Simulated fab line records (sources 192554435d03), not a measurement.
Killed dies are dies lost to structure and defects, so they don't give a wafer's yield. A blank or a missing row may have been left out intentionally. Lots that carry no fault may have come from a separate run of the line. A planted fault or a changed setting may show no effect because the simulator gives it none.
Comparing a struck lot with a sound one -- flow n5_finfet -- 20 out of 1938 route steps
Sound: wafers L130.3, L130.4, L130.6. The struck wafers were L139.2, L139.3, L139.6. Last of all comes the cause.
Per side, at each step with rows, come the tool, then ch with its chambers, and then its first start. Under that, the readings that differ: sound wafers -- struck wafers -- difference of the means -- sigmas: that difference in standard deviations of wafers without a fault.
alike: readings whose means differ by less than 2 such deviations, and words and numbers that are the same on both sides. not compared: withheld readings, readings that some wafer has no value for, bounds like >300 that may hide the same value, and numbers for which the record gives no deviation and whose values overlap.
The two part at a step that has a row with sigmas, a row that says differs or no value, or rows on one side only. Non-overlapping numbers with no deviation appear without sigmas and do not part them. Lack of a reading on every wafer of one side parts them only where that side has two or more wafers.

N5_BEOL_M15_VIA_ETCH_16: etches SiO2 in C4F8/O2/Ar, target depth 1792.2 nm.
  sound on rie_diel-02 ch 1,3, day 12 00:21; struck on rie_diel-05 ch 0,1,3, day 13 20:41
  alike: drypump_motor_current_A, oes_ar_750_au, oes_f_703_au, oes_product_au, rf_vpp_V, showerhead_plenum_p_Torr, throttle_valve_pct
N5_BEOL_M15_STRIP_63: strips in O2.
  sound: rie_diel-02 ch 1,3; struck: rie_diel-05 ch 0,1,3
  alike: drypump_motor_current_A, o2_flow_sccm, oes_product_au, rf_vpp_V, showerhead_plenum_p_Torr, throttle_valve_pct
  not compared: rf_hours_counter_h
N5_BEOL_M15_STRIP_64: strips in O2.
  sound: rie_diel-02 ch 1,3; struck: rie_diel-05 ch 0,1,3
  alike: drypump_motor_current_A, o2_flow_sccm, oes_product_au, rf_vpp_V, showerhead_plenum_p_Torr, throttle_valve_pct
  not compared: rf_hours_counter_h
then, 2 steps without rows for these wafers: N5_BEOL_M15_STRIP_65 (strips in post etch residue remover, time 60 s); N5_BEOL_M15_SRD_66 (time 30 s, dry time 30 s).
N5_BEOL_M15_CD_MEAS_17: target cd 360 nm.
  sound: cd_sem-03 at day 12 00:46; struck: cd_sem-01 at day 13 21:08
  alike: cd_nm
then, 1 step without rows for these wafers: N5_BEOL_M15_COAT_56 (time 60 s, resist thk 550 nm).
N5_BEOL_M15_ETCH_57: etches SOC in N2/H2, time 750 s.
  sound on rie_diel-06 ch 0,1, day 12 00:52; struck on rie_diel-02 ch 2,3, day 13 21:14
reading,sound,struck,difference,sigmas
h2_flow_sccm (sccm),201.4 200.4 200.5,200.0 199.0 198.8,-1.5,-3
oes_product_au (a.u.),0.97 0.88 0.98,0.69 0.72 0.71,-0.24,-4
throttle_valve_pct (%),17.31 17.51 17.31,17.91 18.05 18.06,+0.63,+3
  alike: drypump_motor_current_A, n2_flow_sccm, rf_vpp_V, showerhead_plenum_p_Torr
  not compared: rf_hours_counter_h
then, 4 steps without rows for these wafers: N5_BEOL_M15_COAT_60 (time 60 s, resist thk 89 nm); N5_BEOL_M15_COAT_22 (resist thk 800 nm); N5_BEOL_M15_EBR_24; N5_BEOL_M15_SOFTBAKE_23 (time 60 s).
N5_BEOL_M15_EXPOSE_25: exposes mask M15, target cd 400 nm.
  sound on krf_scanner-02 ch 0, day 12 01:37; struck on krf_scanner-02 ch 0, day 13 21:50
reading,sound,struck,difference,sigmas
model.BEOL_M15.overlay_x_nm (nm),-0.2 -0.2 -0.2,52.6 52.6 52.6,+52.8,
  alike: mask, stage_vel_mm_s
then, 3 steps without rows for these wafers: N5_BEOL_M15_PEB_26 (peb time 90 s); N5_BEOL_M15_DEVELOP_27 (develop time 45 s); N5_BEOL_M15_HARDBAKE_32 (time 120 s).
N5_BEOL_M15_CD_MEAS_28: target cd 407.6 nm.
  sound on cd_sem-02 ch 0, day 12 01:46; struck on cd_sem-02 ch 0, day 13 22:00
  alike: cd_nm
N5_BEOL_M15_OVL_MEAS_29:
  sound on overlay-01 ch 0, day 12 01:48; struck on overlay-02 ch 0, day 13 22:02
reading,sound,struck,difference,sigmas
M15_OVL (nm),5 0 0,58 52 61,+55,+10
N5_BEOL_M15_INSPECT_30: inspects for defects (macro).
  sound: defect_inspect-01 at day 12 01:49; struck: defect_inspect-02 at day 13 22:04
  alike: raw_defect_count
following that, these wafers have no rows for 1 step: N5_PASSIVATION_PROBE_49.

## WHERE THEY PART
First at N5_BEOL_M15_ETCH_57; last, within this record, at N5_BEOL_M15_OVL_MEAS_29. Later steps at which nothing parts them and some readings are alike: N5_BEOL_M15_INSPECT_30.

WHY: the cause the simulator had injected
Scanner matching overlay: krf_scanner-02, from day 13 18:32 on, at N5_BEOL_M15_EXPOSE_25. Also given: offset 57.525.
